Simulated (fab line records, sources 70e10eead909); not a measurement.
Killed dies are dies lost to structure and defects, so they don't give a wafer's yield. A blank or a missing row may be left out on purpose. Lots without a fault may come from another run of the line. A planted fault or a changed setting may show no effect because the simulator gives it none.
A struck lot beside a sound one | flow nand_harc | 29 steps out of a route of 1159
Sound: wafers L756.1, L756.4, L756.5. Struck: wafers L766.1, L766.2, L766.3. The cause comes at the end.
At each step with rows: each side's tool, then ch and its chambers, then its first start. Under that, the readings that differ: sound wafers | struck wafers | difference of the means | sigmas: that difference in standard deviations of wafers without a fault.
alike: readings whose means differ by less than 2 such deviations, and words and numbers that are the same on both sides. not compared: withheld readings, readings that some wafer has no value for, bounds like >300 that may hide the same value, and numbers for which the record gives no deviation and whose values overlap.
The two part at a step that has a row with sigmas, a row that says differs or no value, or rows on one side only. Numbers that don't overlap but have no deviation are shown without sigmas and don't part them. A reading that every wafer of one side lacks parts them only if that side has two wafers or more.

first, 2 steps without rows for these wafers: NHARC_A_ONON_D1_ANNEAL_15 (time 3600 s); NHARC_A_ONON_D1_DEP_16 (target thk 1000 nm).
NHARC_A_ONON_D1_THK_MEAS_18: measures by ellipsometry.
  sound on film_metro-02, day 10 13:25; struck on film_metro-01, day 12 14:47
  alike: thk_nm
then, 1 step without rows for these wafers: NHARC_A_ONON_D1_DEP_19 (target thk 1000 nm).
NHARC_A_ONON_D1_THK_MEAS_21: measures by ellipsometry.
  sound on film_metro-02, day 10 13:59; struck on film_metro-02, day 12 15:21
  alike: thk_nm
then, 1 step without rows for these wafers: NHARC_A_ONON_D1_DEP_22 (target thk 1000 nm).
NHARC_A_ONON_D1_THK_MEAS_24: measures by ellipsometry.
  sound on film_metro-02, day 10 14:34; struck on film_metro-02, day 12 15:55
  reading     | sound          | struck      | difference | sigmas
  thk_nm (nm) | 1019 1017 1018 | 991 990 989 | -28        | -3
then, 1 step without rows for these wafers: NHARC_A_ONON_D1_DEP_25 (target thk 1000 nm).
NHARC_A_ONON_D1_THK_MEAS_27: measures by ellipsometry.
  sound on film_metro-02, day 10 15:07; struck on film_metro-01, day 12 16:29
  reading     | sound       | struck         | difference | sigmas
  thk_nm (nm) | 961 961 962 | 1010 1008 1010 | +48        | +4
then, 1 step without rows for these wafers: NHARC_A_ONON_D1_DEP_28 (target thk 1000 nm).
NHARC_A_ONON_D1_THK_MEAS_30: measures by ellipsometry.
  sound on film_metro-02, day 10 15:41; struck on film_metro-01, day 12 17:03
  alike: thk_nm
NHARC_A_ONON_D1_DEP_33: deposits SiO2, target thk 200 nm.
  sound on pecvd-03 ch 0,2, day 10 15:50; struck on pecvd-03 ch 0,1,2, day 12 17:07
  alike: heater_power_w, mfc_precursor_sccm, throttle_valve_pct
NHARC_A_ONON_D1_THK_MEAS_34: measures by ellipsometry.
  sound on film_metro-02, day 10 16:10; struck on film_metro-01, day 12 17:32
  alike: thk_nm
NHARC_A_ONON_D1_INSPECT_32:
  sound on defect_inspect-01, day 10 16:13; struck on defect_inspect-01, day 12 17:46
  reading          | sound    | struck      | difference | sigmas
  raw_defect_count | 60 68 47 | 621 593 574 | +538       | +22
  not compared: hold
NHARC_A_CHANNEL_HOLE_D1_DEP_00: deposits aC, target thk 3100 nm.
  sound on acl_dep-02 ch 0, day 10 20:31; struck on acl_dep-03 ch 0, day 13 00:01
  reading | sound | struck                                                                     | difference                   | sigmas
  hold    | - - - | await_dispo/5.8h/release await_dispo/5.8h/release await_dispo/5.8h/release | no value on the sound wafers |
  alike: throttle_valve_pct
NHARC_A_CHANNEL_HOLE_D1_DEP_01: deposits SiON, target thk 140 nm.
  sound on pecvd-02 ch 0,1,2, day 10 22:31; struck on pecvd-04 ch 0,1,2, day 13 02:08
  alike: heater_power_w
then, 10 steps without rows for these wafers: NHARC_A_CHANNEL_HOLE_D1_DEHYDRATE_02 (time 120 s); NHARC_A_CHANNEL_HOLE_D1_HMDS_03 (time 30 s); NHARC_A_CHANNEL_HOLE_D1_COAT_36 (time 75 s); NHARC_A_CHANNEL_HOLE_D1_COAT_37 (time 65 s); NHARC_A_CHANNEL_HOLE_D1_COAT_04 (resist thk 90 nm); NHARC_A_CHANNEL_HOLE_D1_SOFTBAKE_05 (time 55 s); NHARC_A_CHANNEL_HOLE_D1_EBR_06; NHARC_A_CHANNEL_HOLE_D1_EXPOSE_07 (exposes mask HOLE D1, target cd 100 nm); NHARC_A_CHANNEL_HOLE_D1_PEB_08 (peb time 65 s); NHARC_A_CHANNEL_HOLE_D1_DEVELOP_09 (develop time 35 s).
NHARC_A_CHANNEL_HOLE_D1_CD_MEAS_10: target cd 100 nm.
  sound on cd_sem-03 ch 0, day 10 23:11; struck on cd_sem-03 ch 0, day 13 02:44
  alike: cd_nm
NHARC_A_CHANNEL_HOLE_D1_OVL_MEAS_11:
  sound on overlay-01, day 10 23:16; struck on overlay-02, day 13 02:49
  alike: overlay_x_nm, overlay_y_nm
NHARC_END_SORT_01:
  the record has rows for the sound wafers here (prober-02 ch 0, day 21 18:14) and none for the struck ones

WHERE THEY PART
First at NHARC_A_ONON_D1_THK_MEAS_24; last, within this record, at NHARC_END_SORT_01.

WHY: what the simulator had put in
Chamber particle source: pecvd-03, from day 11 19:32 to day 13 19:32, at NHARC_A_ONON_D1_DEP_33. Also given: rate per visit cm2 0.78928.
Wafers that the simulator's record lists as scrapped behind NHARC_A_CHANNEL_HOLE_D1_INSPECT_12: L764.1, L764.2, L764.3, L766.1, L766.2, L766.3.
